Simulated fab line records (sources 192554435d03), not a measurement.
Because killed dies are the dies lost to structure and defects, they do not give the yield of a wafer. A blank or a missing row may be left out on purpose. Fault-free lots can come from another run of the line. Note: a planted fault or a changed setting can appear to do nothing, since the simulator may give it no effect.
Matching of chambers / flow n5 finfet / N5_BEOL_M15_ETCH_61 on rie diel-03: 4 sister chambers
The step etches BARC in N2/H2, target depth 89 nm, overetch 26.7 nm, time 67.9 s. 18 wafers are shown with their chamber, then 9 later ones without.

WAFERS PAIRED WITH THEIR CHAMBERS
wafer=L074.2; chamber=3; drypump motor current A (A)=4.9; showerhead plenum p Torr (Torr)=2.63; throttle valve pct (%)=18.31
wafer=L074.3; chamber=2; drypump motor current A (A)=5.4; showerhead plenum p Torr (Torr)=2.60; throttle valve pct (%)=17.99
wafer=L074.5; chamber=1; drypump motor current A (A)=6.4; showerhead plenum p Torr (Torr)=2.52; throttle valve pct (%)=17.80
wafer=L076.1; chamber=3; drypump motor current A (A)=4.9; showerhead plenum p Torr (Torr)=2.62; throttle valve pct (%)=18.33
wafer=L076.4; chamber=1; drypump motor current A (A)=6.5; showerhead plenum p Torr (Torr)=2.52; throttle valve pct (%)=17.83
wafer=L076.5; chamber=2; drypump motor current A (A)=5.4; showerhead plenum p Torr (Torr)=2.59; throttle valve pct (%)=17.47
wafer=L079.1; chamber=3; drypump motor current A (A)=4.9; showerhead plenum p Torr (Torr)=2.62; throttle valve pct (%)=18.35
wafer=L079.4; chamber=0; drypump motor current A (A)=6.0; showerhead plenum p Torr (Torr)=2.61; throttle valve pct (%)=18.14
wafer=L079.6; chamber=2; drypump motor current A (A)=5.4; showerhead plenum p Torr (Torr)=2.59; throttle valve pct (%)=17.51
wafer=L088.1; chamber=0; drypump motor current A (A)=6.0; showerhead plenum p Torr (Torr)=2.60; throttle valve pct (%)=18.14
wafer=L088.2; chamber=3; drypump motor current A (A)=4.9; showerhead plenum p Torr (Torr)=2.62; throttle valve pct (%)=18.36
wafer=L088.6; chamber=1; drypump motor current A (A)=6.5; showerhead plenum p Torr (Torr)=2.51; throttle valve pct (%)=17.87
wafer=L093.3; chamber=0; drypump motor current A (A)=6.0; showerhead plenum p Torr (Torr)=2.60; throttle valve pct (%)=18.19
wafer=L093.4; chamber=3; drypump motor current A (A)=4.9; showerhead plenum p Torr (Torr)=2.62; throttle valve pct (%)=18.36
wafer=L093.6; chamber=0; drypump motor current A (A)=6.0; showerhead plenum p Torr (Torr)=2.60; throttle valve pct (%)=18.19
wafer=L092.1; chamber=1; drypump motor current A (A)=6.5; showerhead plenum p Torr (Torr)=2.51; throttle valve pct (%)=17.86
wafer=L092.3; chamber=3; drypump motor current A (A)=4.9; showerhead plenum p Torr (Torr)=2.62; throttle valve pct (%)=18.37
wafer=L092.5; chamber=1; drypump motor current A (A)=6.5; showerhead plenum p Torr (Torr)=2.51; throttle valve pct (%)=17.86

SIGNATURES (means of the wafers above)
reading=drypump motor current A; chamber 0=6.000; chamber 1=6.480; chamber 2=5.400; chamber 3=4.900; scatter within a chamber=0.0239
reading=showerhead plenum p Torr; chamber 0=2.6025; chamber 1=2.5140; chamber 2=2.5933; chamber 3=2.6217; scatter within a chamber=0.00496
reading=throttle valve pct; chamber 0=18.1650; chamber 1=17.8440; chamber 2=17.6567; chamber 3=18.3467; scatter within a chamber=0.112
Rule: a wafer's distance from a chamber is the root of the sum, over the readings, of the square of ((its reading less the chamber's mean) divided by the reading's scatter). If the next closest chamber is less than 2 further off than the closest, the wafer can't be placed; otherwise it belongs to the closest. The scatter is the square root of a quotient: the sum, over the shown wafers, of each reading's squared deviation from its chamber's mean, divided by wafers minus chambers.

WAFERS WITH NO CHAMBER GIVEN
wafer=L094.4; drypump motor current A (A)=5.4; showerhead plenum p Torr (Torr)=2.58; throttle valve pct (%)=17.51
wafer=L094.5; drypump motor current A (A)=6.0; showerhead plenum p Torr (Torr)=2.60; throttle valve pct (%)=18.18
wafer=L094.6; drypump motor current A (A)=4.9; showerhead plenum p Torr (Torr)=2.61; throttle valve pct (%)=18.38
wafer=L090.1; drypump motor current A (A)=4.9; showerhead plenum p Torr (Torr)=2.61; throttle valve pct (%)=18.39
wafer=L090.3; drypump motor current A (A)=6.0; showerhead plenum p Torr (Torr)=2.60; throttle valve pct (%)=18.21
wafer=L090.5; drypump motor current A (A)=5.4; showerhead plenum p Torr (Torr)=2.58; throttle valve pct (%)=17.54
wafer=L096.2; drypump motor current A (A)=5.4; showerhead plenum p Torr (Torr)=2.58; throttle valve pct (%)=17.54
wafer=L096.3; drypump motor current A (A)=6.5; showerhead plenum p Torr (Torr)=2.51; throttle valve pct (%)=17.89
wafer=L096.4; drypump motor current A (A)=6.0; showerhead plenum p Torr (Torr)=2.60; throttle valve pct (%)=18.21

CHAMBER TAKEN BY EACH
wafer=L094.4; from the rows above=2; in truth=2
wafer=L094.5; from the rows above=0; in truth=0
wafer=L094.6; from the rows above=3; in truth=3
wafer=L090.1; from the rows above=3; in truth=3
wafer=L090.3; from the rows above=0; in truth=0
wafer=L090.5; from the rows above=2; in truth=2
wafer=L096.2; from the rows above=2; in truth=2
wafer=L096.3; from the rows above=1; in truth=1
wafer=L096.4; from the rows above=0; in truth=0
Correct placement for 9 of the 9. Left unplaced by these rows: 0. Placed wrongly: 0.
